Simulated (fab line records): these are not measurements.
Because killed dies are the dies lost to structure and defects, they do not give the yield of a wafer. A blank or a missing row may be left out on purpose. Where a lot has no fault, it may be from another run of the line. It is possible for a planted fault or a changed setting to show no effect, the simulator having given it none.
fab line records	flow n5_finfet
[record] lots = 6	wafers = 18	last_day = 17
route steps=1938 shown SD_EPI_N@285 SD_EPI_P@295 BEOL_M4@1111 PASSIVATION@1936
lots that met no fault: from a run of the same line without faults
start_h: the number of hours between the record's first day and the start of the first shown wafer of the lot	wait_h: time in hours since the lot's previous step	" identical to the entry in the row above	L1.1+2: a single row standing in for several wafers	- value missing, or start not given	* or withheld: withheld	< > ~ a bound
route shown NAME@n: a module of which the file shows steps, and the number in the route of the first	usual: mean/standard deviation taken from wafers without a fault	same: alike in all rows	chamber/n: place in a boat	sites: readings site by site	_std_site: the values' standard deviation	_edge_site: outer sites' mean less inner sites'	radius_mm: how far each site lies from the wafer's centre	mask NAME#n: copy n	behind: tool/chamber where the wafer was last shaped	hold: what put the lot on hold/how long, in hours/how the hold closed	device: the transistor (n, p or np) that didn't switch	end of line: the tests these same wafers got at the end of their route	a step with no rows: only its recipe	killed: at the first sort, the dies lost to defects and structure; wafer yield is something else	map: shows each die of a wafer: x if killed, . if not, _ if none is there
set.NAME: the setting the step ran with; set.NAME@STEP: the setting that earlier step ran with	model.NAME: the simulator's own value behind a step, which no gauge read
lots at selected steps of the route; one table per step, one row per wafer
services: the hour from which a tool's chamber was out of use, counted from the record's first day as start_h (under 0 if before that day), plus the number of hours and why
[[steps]]
[step N5_SD_EPI_N_SRD_20]
[recipe] dry = ipa_marangoni	do_ppb = 5	time_s = 30	temp_c = 23	rinse_liquid = diw
[step N5_SD_EPI_N_PRECLEAN_48]
[recipe] chemistry = NF3:NH3	afs_cycles = 2	temp_c = 30	time_s = 20	sublimation_temp_c = 180	sublimation_time_s = 60	pressure_torr = 3	rf_power_w = 30
[step N5_SD_EPI_N_VAPOR_ETCH_50]
[recipe] chemistry = HCl	target = Si	temp_c = 775	time_s = 54	pressure_torr = 20	mode = isotropic
[usual] throttle_valve_pct = 11.8/0.35
lot.wafer	tool	chamber	start_h	wait_h	throttle_valve_pct
L223.1	epi_rpcvd-03	0	50.20	0.5	11.4
L223.4	"	0	"	"	11.1
L223.5	"	0	"	"	11.8
L226.1	epi_rpcvd-04	0	71.69	0.4	12.2
L226.3	"	0	"	"	12.4
L226.4	"	0	"	"	12.2
L231.1	epi_rpcvd-02	0	102.24	0.3	11.6
L231.3	"	0	"	"	11.6
L231.5	"	0	"	"	11.6
L233.1	epi_rpcvd-04	0	111.48	0.3	12.2
L233.2	"	0	"	"	12.2
L233.6	"	0	"	"	12.4
L240.2	epi_rpcvd-04	0	156.10	0.3	12.2
L240.5	"	0	"	"	12.2
L240.6	"	0	"	"	12.1
L243.2	epi_rpcvd-04	0	171.15	0.3	12.2
L243.3	"	0	"	"	12.5
L243.5	"	0	"	"	12.2
[step N5_SD_EPI_N_EPI_21]
[recipe] material = Si:P	dopant = P	temp_c = 680	pressure_torr = 255	time_s = 690
[step N5_SD_EPI_N_EPI_MEAS_23]
[recipe] mode = xrd
[usual] thk_nm = 59.1/1.3
lot.wafer	tool	chamber	start_h	wait_h	thk_nm
L223.1	film_metro-02	-	53.55	2.5	56.1
L223.4	"	-	"	"	59.5
L223.5	"	-	"	"	58.9
L226.1	film_metro-01	-	74.21	1.9	59.7
L226.3	"	-	"	"	61.3
L226.4	"	-	"	"	59.9
L231.1	film_metro-01	-	104.14	1.4	60.0
L231.3	"	-	"	"	58.4
L231.5	"	-	"	"	60.8
L233.1	film_metro-01	-	113.39	1.5	60.8
L233.2	"	-	"	"	60.7
L233.6	"	-	"	"	58.7
L240.2	film_metro-01	-	157.97	1.2	61.2
L240.5	"	-	"	"	61.1
L240.6	"	-	"	"	58.2
L243.2	film_metro-02	-	173.01	1.2	59.8
L243.3	"	-	"	"	61.7
L243.5	"	-	"	"	62.5
[step N5_SD_EPI_N_PRECLEAN_24]
[recipe] chemistry = O3/DIW	time_s = 60	temp_c = 22	o3_ppm = 10
[step N5_SD_EPI_N_SRD_25]
[recipe] time_s = 30	temp_c = 23	rinse_liquid = diw	dry = ipa_marangoni
[step N5_SD_EPI_N_PRECLEAN_49]
[recipe] chemistry = NF3:NH3	afs_cycles = 1	temp_c = 30	time_s = 20	sublimation_temp_c = 180	sublimation_time_s = 60	pressure_torr = 3	rf_power_w = 30
[step N5_SD_EPI_N_LINER_46]
[recipe] material = SiNx	target_thk_a = 30	temp_c = 400	ald_precursor_family = SiH2I2	ald_co_reactant = N2/H2-plasma	pressure_torr = 2
[usual] heater_power_w = 841/100
lot.wafer	tool	chamber	start_h	wait_h	heater_power_w
L223.1	ald_sin-01	2	53.87	0.2	982
L223.4	"	3	"	"	965
L223.5	"	2	"	"	960
L226.1	ald_sin-01	3	74.96	0.6	972
L226.3	"	1	"	"	700
L226.4	"	2	"	"	976
L231.1	ald_sin-04	2	104.46	0.2	772
L231.3	"	0	"	"	761
L231.5	"	2	"	"	781
L233.1	ald_sin-02	1	113.99	0.5	992
L233.2	"	3	"	"	718
L233.6	"	0	"	"	874
L240.2	ald_sin-01	0	158.29	0.1	720
L240.5	"	1	"	"	684
L240.6	"	0	"	"	748
L243.2	ald_sin-02	1	173.32	0.1	1025
L243.3	"	2	"	"	851
L243.5	"	2	"	"	837
[step N5_SD_EPI_N_INSPECT_26]
[recipe] inspect_instrument = darkfield	mode = post_epi
[usual] raw_defect_count = 205/41
lot.wafer	tool	chamber	start_h	wait_h	raw_defect_count
L223.1	defect_inspect-02	-	54.12	0.1	232
L223.4	"	-	"	"	244
L223.5	"	-	"	"	275
L226.1	defect_inspect-02	-	75.21	0.1	288
L226.3	"	-	"	"	180
L226.4	"	-	"	"	182
L231.1	defect_inspect-01	-	104.71	0.1	196
L231.3	"	-	"	"	235
L231.5	"	-	"	"	302
L233.1	defect_inspect-02	-	114.24	0.1	224
L233.2	"	-	"	"	253
L233.6	"	-	"	"	215
L240.2	defect_inspect-01	-	158.54	0.1	204
L240.5	"	-	"	"	260
L240.6	"	-	"	"	161
L243.2	defect_inspect-02	-	173.57	0.1	237
L243.3	"	-	"	"	176
L243.5	"	-	"	"	294
[step N5_SD_EPI_P_COAT_34]
[recipe] resist = SOC	temp_c = 250	time_s = 60	spin_rpm = 1500	resist_thk_nm = 350
[step N5_SD_EPI_P_COAT_35]
[recipe] resist = SiARC	temp_c = 220	time_s = 60	spin_rpm = 1500	resist_thk_nm = 35
[step N5_SD_EPI_P_COAT_03]
[recipe] resist = CAR-ArF-block	spin_rpm = 1500	resist_thk_nm = 150
[usual] spin_speed_rpm = 1500.0/1
lot.wafer	tool	chamber	start_h	wait_h	spin_speed_rpm	model.CAR-ArF-block_of_SD_EPI_P_COAT_03.thk_nm
L223.1	litho_track-05	0	54.16	-	1500.6	149.6
L223.4	"	0	"	"	1501.5	150
L223.5	"	0	"	"	1502.3	150
L226.1	litho_track-02	0	75.25	-	1499.2	149.8
L226.3	"	0	"	"	1500.0	149.8
L226.4	"	0	"	"	1499.4	150
L231.1	litho_track-02	0	104.75	-	1231.5	165.2
L231.3	"	0	"	"	1232.9	165
L231.5	"	0	"	"	1232.9	164.8
L233.1	litho_track-02	0	114.28	-	1232.0	165
L233.2	"	0	"	"	1231.6	165.8
L233.6	"	0	"	"	1232.5	165.4
L240.2	litho_track-05	0	158.57	-	1501.1	150.2
L240.5	"	0	"	"	1501.8	150
L240.6	"	0	"	"	1499.8	149.8
L243.2	litho_track-03	0	173.60	-	1500.3	149.6
L243.3	"	0	"	"	1500.7	149.6
L243.5	"	0	"	"	1501.2	150.2
[step N5_SD_EPI_P_EBR_05]
[recipe] solvent = PGMEA	ebr_width_mm = 1.5
[step N5_SD_EPI_P_SOFTBAKE_04]
[recipe] temp_c = 110	time_s = 60	resist = CAR-ArF-block
[step N5_SD_EPI_P_EXPOSE_06]
[recipe] mask_id = SD_P_BLK	na = 1.35	source_shape = conventional	sigma_outer = 0.8	polarization = unpolarized	target_cd_nm = 240	dose_mj = 39.5
[step N5_SD_EPI_P_PEB_07]
[recipe] peb_temp_c = 110	peb_time_s = 60	resist = CAR-ArF-block
[step N5_SD_EPI_P_DEVELOP_08]
[recipe] develop_time_s = 30	developer = TMAH	resist = CAR-ArF-block	dev_temp_c = 23	rinse_liquid = diw	dry = air_spin
[step N5_SD_EPI_P_CD_MEAS_09]
[recipe] target_cd_nm = 240	landing_energy_ev = 500	detector = se_inlens
[usual] cd_nm = 240.1/0.8
lot.wafer	tool	chamber	start_h	wait_h	cd_nm
L223.1	cd_sem-03	0	54.52	-	240.2
L223.4	"	0	"	"	239.9
L223.5	"	0	"	"	239.9
L226.1	cd_sem-02	0	75.49	-	239.9
L226.3	"	0	"	"	239.6
L226.4	"	0	"	"	238.7
L231.1	cd_sem-01	0	105.11	-	240.0
L231.3	"	0	"	"	240.6
L231.5	"	0	"	"	240.0
L233.1	cd_sem-01	0	114.52	-	238.6
L233.2	"	0	"	"	239.2
L233.6	"	0	"	"	239.2
L240.2	cd_sem-01	0	158.94	-	238.6
L240.5	"	0	"	"	239.2
L240.6	"	0	"	"	239.2
L243.2	cd_sem-02	0	173.84	-	238.8
L243.3	"	0	"	"	239.8
L243.5	"	0	"	"	239.3
[step N5_SD_EPI_P_OVL_MEAS_10]
[recipe] points_per_wafer = 44
[usual] SD_P_BLK_OVL = -0.6/0.78
[same] points_per_wafer = 44
lot.wafer	tool	chamber	start_h	wait_h	SD_P_BLK_OVL[nm]
L223.1	overlay-02	0	54.55	0.0	-1.5
L223.4	"	0	"	"	-1.0
L223.5	"	0	"	"	-1.9
L226.1	overlay-01	0	75.52	0.0	1.0
L226.3	"	0	"	"	1.6
L226.4	"	0	"	"	-0.5
L231.1	overlay-02	0	105.14	0.0	-0.1
L231.3	"	0	"	"	-0.5
L231.5	"	0	"	"	-0.8
L233.1	overlay-02	0	114.55	0.0	-1.6
L233.2	"	0	"	"	-0.2
L233.6	"	0	"	"	0.1
L240.2	overlay-01	0	158.96	0.0	-0.7
L240.5	"	0	"	"	-1.0
L240.6	"	0	"	"	-0.8
L243.2	overlay-02	0	173.87	0.0	-0.2
L243.3	"	0	"	"	-0.7
L243.5	"	0	"	"	-0.8
[step N5_SD_EPI_P_INSPECT_11]
[recipe] mode = adi	inspect_instrument = macro
[usual] raw_defect_count = 2.1/1.4
lot.wafer	tool	chamber	start_h	wait_h	raw_defect_count
L223.1	defect_inspect-02	-	54.57	0.0	2
L223.4	"	-	"	"	0
L223.5	"	-	"	"	2
L226.1	defect_inspect-01	-	75.54	0.0	2
L226.3	"	-	"	"	0
L226.4	"	-	"	"	2
L231.1	defect_inspect-01	-	105.17	0.0	3
L231.3	"	-	"	"	2
L231.5	"	-	"	"	1
L233.1	defect_inspect-02	-	114.57	0.0	3
L233.2	"	-	"	"	2
L233.6	"	-	"	"	3
L240.2	defect_inspect-01	-	158.99	0.0	0
L240.5	"	-	"	"	4
L240.6	"	-	"	"	4
L243.2	defect_inspect-01	-	173.89	0.0	1
L243.3	"	-	"	"	1
L243.5	"	-	"	"	0
[step N5_SD_EPI_P_DESCUM_14]
[recipe] chemistry = O2	time_s = 7.9	source_power_w = 50	bias_power_w = 20	pressure_mtorr = 20	rf_frequency_hz = 2.712e+07	temp_c = 40	resist = CAR-ArF-block	o2_flow_sccm = 225
[usual] drypump_motor_current_A = 5.9/0.5	oes_product_au = 0.80/0.09	rf_vpp_V = 243.0/1.3	showerhead_plenum_p_Torr = 2.08/0.067	throttle_valve_pct = 20.37/0.14
lot.wafer	tool	chamber	start_h	wait_h	drypump_motor_current_A	oes_product_au	rf_hours_counter_h	rf_vpp_V	showerhead_plenum_p_Torr	throttle_valve_pct
L223.1	rie_diel-05	3	54.61	0.0	6.3	0.84	56	244.3	2.04	20.27
L223.4	"	1	"	"	5.6	0.81	-	243.2	2.03	20.27
L223.5	"	3	"	"	6.3	0.83	-	243.5	2.04	20.26
L226.1	rie_diel-05	2	75.57	0.0	6.5	0.99	2	242.1	2.07	20.37
L226.3	"	0	"	"	5.4	0.72	180	243.6	2.16	20.28
L226.4	"	1	"	"	5.6	0.80	107	240.1	2.03	20.28
L231.1	rie_diel-04	0	105.20	0.0	5.4	0.67	224	243.3	2.14	20.78
L231.3	"	1	"	"	5.3	0.69	221	244.5	2.14	20.20
L231.5	"	3	"	"	5.5	0.69	-	241.9	2.00	20.46
L233.1	rie_diel-05	0	114.67	0.1	5.5	0.72	192	244.8	2.16	20.31
L233.2	"	1	"	"	5.6	0.79	118	241.3	2.03	20.30
L233.6	"	0	"	"	5.5	0.72	-	245.1	2.16	20.29
L240.2	rie_diel-05	3	159.32	0.3	6.4	0.79	91	241.6	2.02	20.31
L240.5	"	3	"	"	6.4	0.79	-	242.4	2.02	20.31
L240.6	"	2	"	"	6.5	0.92	-	242.4	2.06	20.42
L243.2	rie_diel-04	0	173.93	0.0	5.4	0.66	247	243.5	2.14	20.85
L243.3	"	1	"	"	5.4	0.67	241	244.1	2.14	20.23
L243.5	"	0	"	"	5.4	0.66	-	243.9	2.14	20.83
[step N5_SD_EPI_P_ETCH_36]
[recipe] chemistry = CF4	target = SiARC	target_depth_a = 455	mask_material = CAR-ArF-block	time_s = 75.8	ion_energy_ev = 80	pressure_mtorr = 40	source_w = 545	bias_w = 36	Ar_flow_sccm = 100	cf4_flow_sccm = 100	ends = cleared
[usual] bias_w = 35.99/0.11	drypump_motor_current_A = 5.9/0.5	etch_rf_on_time_s = 76.2/1.6	oes_product_au = 0.68/0.075	rf_vpp_V = 183.8/1.1	showerhead_plenum_p_Torr = 2.13/0.066	throttle_valve_pct = 15.56/0.19
lot.wafer	tool	chamber	start_h	wait_h	bias_w	drypump_motor_current_A	etch_rf_on_time_s	oes_product_au	rf_hours_counter_h	rf_vpp_V	showerhead_plenum_p_Torr	throttle_valve_pct	model.CAR-ArF-block_of_SD_EPI_P_COAT_03.thk_nm
L223.1	rie_diel-05	3	54.64	0.0	36.05	6.3	78.1	0.72	56	183.9	2.08	15.39	110.4
L223.4	"	1	"	"	35.96	5.6	75.1	0.69	-	182.3	2.08	15.43	110.8
L223.5	"	3	"	"	35.94	6.3	78.3	0.72	-	182.7	2.08	15.39	110.8
L226.1	rie_diel-05	2	75.61	0.0	35.88	6.4	75.6	0.85	2	182.1	2.12	15.48	110.6
L226.3	"	0	"	"	35.97	5.4	74.7	0.63	180	185.1	2.21	15.51	110.6
L226.4	"	1	"	"	35.89	5.6	74.3	0.69	107	183.2	2.08	15.45	111
L231.1	rie_diel-04	0	105.23	0.0	36.20	5.4	76.4	0.57	224	185.8	2.20	16.05	126.2
L231.3	"	1	"	"	36.08	5.3	76.9	0.59	221	183.6	2.21	15.58	126
L231.5	"	3	"	"	35.83	5.4	76.0	0.59	-	182.9	2.03	15.57	126
L233.1	rie_diel-05	0	114.71	0.0	36.04	5.4	75.5	0.61	192	185.4	2.21	15.54	126
L233.2	"	1	"	"	35.96	5.6	74.9	0.67	118	182.9	2.08	15.47	126.8
L233.6	"	0	"	"	36.12	5.5	75.1	0.62	-	185.9	2.21	15.55	126.4
L240.2	rie_diel-05	3	159.36	0.0	35.97	6.3	76.5	0.69	91	183.4	2.07	15.49	111.2
L240.5	"	3	"	"	36.11	6.3	77.8	0.68	-	183.4	2.07	15.46	111
L240.6	"	2	"	"	36.10	6.5	74.9	0.79	-	184.1	2.11	15.56	111
L243.2	rie_diel-04	0	173.96	0.0	36.06	5.4	76.0	0.57	247	184.0	2.19	16.09	110.6
L243.3	"	1	"	"	35.96	5.4	77.4	0.57	241	185.9	2.20	15.61	110.6
L243.5	"	0	"	"	36.31	5.4	76.5	0.57	-	184.4	2.19	16.10	111.2
[step N5_SD_EPI_P_ETCH_37]
[recipe] chemistry = N2/H2	target = SOC	overetch_a = 1080	mask_material = SiARC	temp_c = 40	ion_energy_ev = 100	source_w = 3000	bias_w = 133	pressure_mtorr = 20	time_s = 486	n2_flow_sccm = 200	h2_flow_sccm = 200	ends = end_point
[usual] bias_w = 133.0/0.41	drypump_motor_current_A = 5.9/0.5	oes_product_au = 0.72/0.079	rf_vpp_V = 240.4/1.4	showerhead_plenum_p_Torr = 2.52/0.082	throttle_valve_pct = 23.83/0.28
lot.wafer	tool	chamber	start_h	wait_h	bias_w	drypump_motor_current_A	oes_product_au	rf_hours_counter_h	rf_vpp_V	showerhead_plenum_p_Torr	throttle_valve_pct
L223.1	rie_diel-05	3	54.70	0.0	133.6	6.3	0.76	56	240.5	2.47	23.83
L223.4	"	1	"	"	133.2	5.6	0.72	-	238.7	2.46	23.62
L223.5	"	3	"	"	133.4	6.4	0.77	-	238.9	2.47	23.83
L226.1	rie_diel-05	2	75.67	0.0	133.1	6.5	0.89	2	239.6	2.50	23.54
L226.3	"	0	"	"	133.4	5.4	0.66	180	240.7	2.63	24.05
L226.4	"	1	"	"	132.9	5.6	0.71	107	240.9	2.45	23.61
L231.1	rie_diel-04	0	105.29	0.0	133.3	5.4	0.61	224	240.5	2.61	24.41
L231.3	"	1	"	"	133.5	5.3	0.63	221	241.9	2.62	23.97
L231.5	"	3	"	"	132.7	5.5	0.62	-	237.1	2.38	23.35
L233.1	rie_diel-05	0	114.77	0.0	133.7	5.4	0.65	192	241.1	2.63	24.08
L233.2	"	1	"	"	132.3	5.6	0.71	118	240.1	2.45	23.64
L233.6	"	0	"	"	133.1	5.4	0.64	-	242.6	2.63	24.07
L240.2	rie_diel-05	3	159.41	0.0	132.7	6.4	0.73	91	239.7	2.45	23.90
L240.5	"	3	"	"	132.9	6.4	0.72	-	240.3	2.45	23.87
L240.6	"	2	"	"	132.6	6.5	0.83	-	239.1	2.49	23.55
L243.2	rie_diel-04	0	174.02	0.0	133.5	5.4	0.59	247	240.7	2.60	24.44
L243.3	"	1	"	"	132.9	5.3	0.61	241	241.2	2.62	24.00
L243.5	"	0	"	"	132.9	5.4	0.60	-	242.2	2.60	24.43
[step N5_BEOL_M4_RC_MEAS_101]
[usual] DIBL_N = 36.0/1.7	DIBL_P = 36.0/2	IOFF_N = 0.156/0.028	IOFF_P = 0.21/0.04	ION_N = 673/12	ION_P = 463/8.3	SS_N = 71.4/0.6	SS_P = 73.3/0.66	VT_N = 250/3	VT_P = -250/3.8
lot.wafer	tool	chamber	start_h	wait_h	DIBL_N[mV/V]	DIBL_P[mV/V]	IOFF_N[nA/um]	IOFF_P[nA/um]	ION_N[uA/um]	ION_P[uA/um]	SS_N[mV/dec]	SS_P[mV/dec]	VT_N[mV]	VT_P[mV]
L223.1	prober-01	0	165.37	0.0	36.6	36.3	0.169	0.20	665	462	72.6	73.6	248	-251
L223.4	"	0	"	"	36.5	36.8	0.171	0.21	666	457	72.2	73.2	250	-249
L223.5	"	0	"	"	35.7	35.4	0.155	0.19	682	461	71.5	73.3	250	-250
L226.1	prober-02	0	179.40	0.3	35.9	35.2	0.134	0.17	681	460	71.6	73.2	256	-254
L226.3	"	0	"	"	35.1	34.5	0.127	0.17	660	450	71.4	72.9	254	-255
L226.4	"	0	"	"	37.7	37.4	0.168	0.19	671	462	71.4	73.2	253	-254
L231.1	prober-02	0	207.88	0.0	37.3	35.2	0.166	0.20	661	455	72.5	73.8	252	-251
L231.3	"	0	"	"	36.4	35.3	0.167	0.21	680	473	71.4	74.1	249	-250
L231.5	"	0	"	"	36.3	35.7	0.160	0.22	676	468	70.8	74.0	251	-248
L233.1	prober-02	0	226.85	0.0	33.4	33.8	0.127	0.20	668	462	71.3	72.1	252	-246
L233.2	"	0	"	"	34.8	35.0	0.141	0.22	662	458	72.1	73.4	254	-246
L233.6	"	0	"	"	32.9	32.3	0.119	0.19	663	456	71.0	72.1	255	-246
L240.2	prober-02	0	274.30	0.2	36.8	36.6	0.163	0.23	694	475	71.6	72.9	247	-247
L240.5	"	0	"	"	38.2	37.5	0.184	0.24	700	476	72.0	73.9	248	-245
L240.6	"	0	"	"	38.3	37.1	0.164	0.23	673	463	72.0	73.0	250	-249
L243.2	prober-01	0	300.94	0.2	33.8	32.6	0.125	0.16	667	461	70.6	73.0	252	-252
L243.3	"	0	"	"	35.0	33.8	0.134	0.17	661	449	71.3	74.0	253	-253
L243.5	"	0	"	"	33.8	31.9	0.133	0.15	670	455	70.6	72.8	251	-254
[step N5_PASSIVATION_PROBE_49]
[usual] defect_limited_yield = 91.6/1.6	killed_at_M0_to_M3 = 31/10	killed_at_M4_up = 14/6.3	killed_at_contacts = 12/6.1	killed_at_front_end = 39/12	killed_at_other = 3.7/2.8	killed_dies = 100/19	killed_on_rim = 13/4.2	killed_open = 66/14	killed_short = 33/8.1	sort_bin_5_function = 5.0/1.1	sort_bin_6_memory = 3.2/0.66	sort_n_pass = 1080/18	sort_yield_pct = 91.6/1.6
[same] gross_dies = 1180	killed_at_back_side = 0	sort_bin_4_leakage[%] = 0	sort_bin_8_speed[%] = 0
lot.wafer	tool	chamber	start_h	wait_h	defect_limited_yield[%]	killed_at_M0_to_M3	killed_at_M4_up	killed_at_contacts	killed_at_front_end	killed_at_other	killed_dies	killed_on_rim	killed_open	killed_short	sort_bin_5_function[%]	sort_bin_6_memory[%]	sort_n_pass	sort_yield_pct[%]
L226.1	prober-02	-	280.45	0.0	93.7	22	11	15	24	2	74	8	51	23	4.2	1.9	1106	93.7
L226.3	prober-02	-	280.55	0.1	91.7	21	13	10	53	1	98	14	72	26	3.8	4.2	1082	91.7
L226.4	prober-02	-	280.60	0.2	92.8	21	18	11	31	4	85	5	52	33	3.7	3.3	1095	92.8
L231.1	prober-01	-	314.20	0.0	91.6	29	13	11	44	2	99	6	67	32	4.8	3.5	1081	91.6
L231.3	prober-01	-	314.30	0.1	90.5	49	19	9	35	0	112	9	71	39	6.0	3.3	1068	90.5
L231.5	prober-01	-	314.40	0.2	91.2	28	11	14	51	0	104	10	73	30	4.2	3.9	1076	91.2
L233.1	prober-01	-	331.02	0.0	90.9	49	14	6	38	0	107	11	77	30	5.2	3.8	1073	90.9
L233.2	prober-01	-	331.07	0.1	92.5	31	13	8	35	1	88	13	58	26	4.0	3.2	1092	92.5
L233.6	prober-01	-	331.27	0.3	92.7	29	16	4	36	1	86	12	64	21	4.2	3.1	1094	92.7
L243.2	prober-02	-	404.45	0.1	92.5	26	9	19	32	3	89	11	58	30	4.1	2.9	1091	92.5
L243.3	prober-02	-	404.50	0.1	93.6	11	16	7	35	7	76	10	54	22	3.2	2.9	1104	93.6
L243.5	prober-02	-	404.60	0.2	91.3	29	19	19	36	0	103	10	67	36	5.8	2.5	1077	91.3
// killed by level:class
L226.1 MOL_CONTACT_COAG:geometric_particle:open=13 BEOL_M4:geometric_particle:open=8 STI_FIN_REVEAL:geometric_particle:open=7 BEOL_M2:geometric_particle:open=7 BEOL_M0_SAQP:geometric_particle:short=6 BEOL_M0_SAQP:geometric_particle:open=6 STARTING-WAFER:geometric_particle:short=6 FIN_SAQP:geometric_particle:short=4
L226.3 STI_FIN_REVEAL:geometric_particle:open=29 MOL_CONTACT_COAG:geometric_particle:open=8 BEOL_M2:geometric_particle:open=8 STI_FIN_REVEAL:geometric_particle:short=7 BEOL_M0_SAQP:geometric_particle:open=5 STARTING-WAFER:geometric_particle:short=5 DUMMY_GATE:geometric_particle:open=4 BEOL_M1:geometric_particle:open=3
L226.4 STI_FIN_REVEAL:geometric_particle:open=11 BEOL_M4:geometric_particle:open=9 GATE_CUT:geometric_particle:short=8 FIN_SAQP:geometric_particle:open=6 MOL_CONTACT_COAG:geometric_particle:open=6 MOL_CONTACT_COAG:geometric_particle:short=5 BEOL_M0_SAQP:geometric_particle:open=4 BEOL_M2:geometric_particle:open=4
L231.1 FIN_SAQP:geometric_particle:open=10 BEOL_M0_SAQP:geometric_particle:open=8 STI_FIN_REVEAL:geometric_particle:open=7 BEOL_M0_SAQP:geometric_particle:short=7 FIN_SAQP:geometric_particle:short=6 MOL_CONTACT_COAG:geometric_particle:open=6 BEOL_M2:geometric_particle:open=6 MOL_CONTACT_COAG:geometric_particle:short=5
L231.3 BEOL_M0_SAQP:geometric_particle:short=11 BEOL_M0_SAQP:geometric_particle:open=11 FIN_SAQP:geometric_particle:short=10 BEOL_M2:geometric_particle:open=9 BEOL_M4:geometric_particle:open=8 MOL_CONTACT_COAG:geometric_particle:open=7 BEOL_M1:geometric_particle:open=6 FIN_SAQP:geometric_particle:open=5
L231.5 FIN_SAQP:geometric_particle:open=16 MOL_CONTACT_COAG:geometric_particle:open=12 FIN_SAQP:geometric_particle:short=10 BEOL_M2:geometric_particle:open=10 BEOL_M0_SAQP:geometric_particle:open=8 GATE_CUT:geometric_particle:short=7 DUMMY_GATE:geometric_particle:open=4 GATE_CUT:geometric_particle:open=4
L233.1 BEOL_M0_SAQP:geometric_particle:open=19 STI_FIN_REVEAL:geometric_particle:open=17 BEOL_M0_SAQP:geometric_particle:short=12 MOL_CONTACT_COAG:geometric_particle:open=5 BEOL_M1:geometric_particle:open=5 BEOL_M3:geometric_particle:open=5 BEOL_M4:geometric_particle:open=5 GATE_CUT:geometric_particle:open=4
L233.2 FIN_SAQP:geometric_particle:open=9 BEOL_M4:geometric_particle:open=9 MOL_CONTACT_COAG:geometric_particle:open=7 BEOL_M0_SAQP:geometric_particle:open=7 BEOL_M0_SAQP:geometric_particle:short=7 BEOL_M3:geometric_particle:open=6 FIN_SAQP:geometric_particle:short=5 STI_FIN_REVEAL:geometric_particle:open=4
L233.6 BEOL_M3:geometric_particle:open=13 FIN_SAQP:geometric_particle:open=12 BEOL_M0_SAQP:geometric_particle:open=7 BEOL_M0_SAQP:geometric_particle:short=5 FIN_SAQP:geometric_particle:short=4 MOL_CONTACT_COAG:geometric_particle:open=4 STARTING-WAFER:geometric_particle:short=4 BEOL_M4:geometric_particle:open=4
L243.2 MOL_CONTACT_COAG:geometric_particle:open=12 FIN_SAQP:geometric_particle:short=11 BEOL_M2:geometric_particle:open=10 MOL_CONTACT_COAG:geometric_particle:short=7 FIN_SAQP:geometric_particle:open=6 BEOL_M1:geometric_particle:open=5 BEOL_M0_SAQP:geometric_particle:open=4 DUMMY_GATE:geometric_particle:open=3
L243.3 BEOL_M4:geometric_particle:open=12 FIN_SAQP:geometric_particle:open=8 MOL_CONTACT_COAG:geometric_particle:open=6 FIN_SAQP:geometric_particle:short=5 BEOL_M1:geometric_particle:open=5 STARTING-WAFER:geometric_particle:short=4 STI_FIN_REVEAL:geometric_particle:open=3 ILD0:geometric_particle:open=3
L243.5 MOL_CONTACT_COAG:geometric_particle:open=16 BEOL_M0_SAQP:geometric_particle:open=10 BEOL_M1:geometric_particle:short=7 BEOL_M2:geometric_particle:open=7 BEOL_M4:geometric_particle:open=7 GATE_CUT:geometric_particle:short=6 BEOL_M5:geometric_particle:open=6 DUMMY_GATE:geometric_particle:open=5
[[services]]
tool	chamber	start_h	hours	kind
epi_rpcvd-04	-	37.18	0.8	repair
ald_sin-02	0	40.03	8.5	repair
ald_sin-04	2	41.38	2.8	repair
rie_diel-05	2	46.82	-	clean
rie_diel-05	2	46.82	-	consumable_replace:focus_ring
rie_diel-05	2	46.82	21.5	scheduled_down
rie_diel-05	2	46.82	21.5	vent_cycle
ald_sin-02	-	47.99	28.1	pm
rie_diel-05	1	55.66	1.7	repair
litho_track-02	-	74.62	-	consumable_replace:filter
rie_diel-05	-	77.98	2.8	pm
ald_sin-01	-	85.90	14.0	pm
ald_sin-01	0	85.90	14.0	vent_cycle
ald_sin-01	1	85.90	14.0	vent_cycle
ald_sin-04	1	91.70	3.7	repair
ald_sin-01	2	126.17	3.7	repair
rie_diel-04	3	136.00	-	clean
rie_diel-04	3	136.00	-	consumable_replace:focus_ring
rie_diel-04	3	136.00	-	consumable_replace:showerhead
rie_diel-04	3	136.00	14.5	scheduled_down
rie_diel-04	3	136.00	14.5	vent_cycle
ald_sin-02	-	139.72	0.6	repair
rie_diel-04	1	142.41	4.1	repair
rie_diel-05	0	149.93	9.9	repair
[[key]]
[first_sign] step = N5_SD_EPI_P_COAT_03	reading = spin_speed_rpm	direction = down	sigmas = 99+	usual = *	struck = *
effect none on later readings
[model_effect] step = N5_SD_EPI_P_COAT_03	value = CAR-ArF-block_of_SD_EPI_P_COAT_03.thk_nm	without = 149.7	struck = 165.2
[model_effect] step = N5_SD_EPI_P_ETCH_36	value = CAR-ArF-block_of_SD_EPI_P_COAT_03.thk_nm	without = 110.7	struck = 126.2
met_at N5_SD_EPI_P_COAT_03
struck_wafers L231.1,L231.3,L231.5,L233.1,L233.2,L233.6
onset_between 75.25 104.75
[fault] kind = process_parameter_drift	tool = litho_track-02	chamber = -	onset_h = 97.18	steps = N5_SD_EPI_P_COAT_03	channel = spin_rpm	offset = *	shape = step	end_h = 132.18	acts_in = *	stated = *
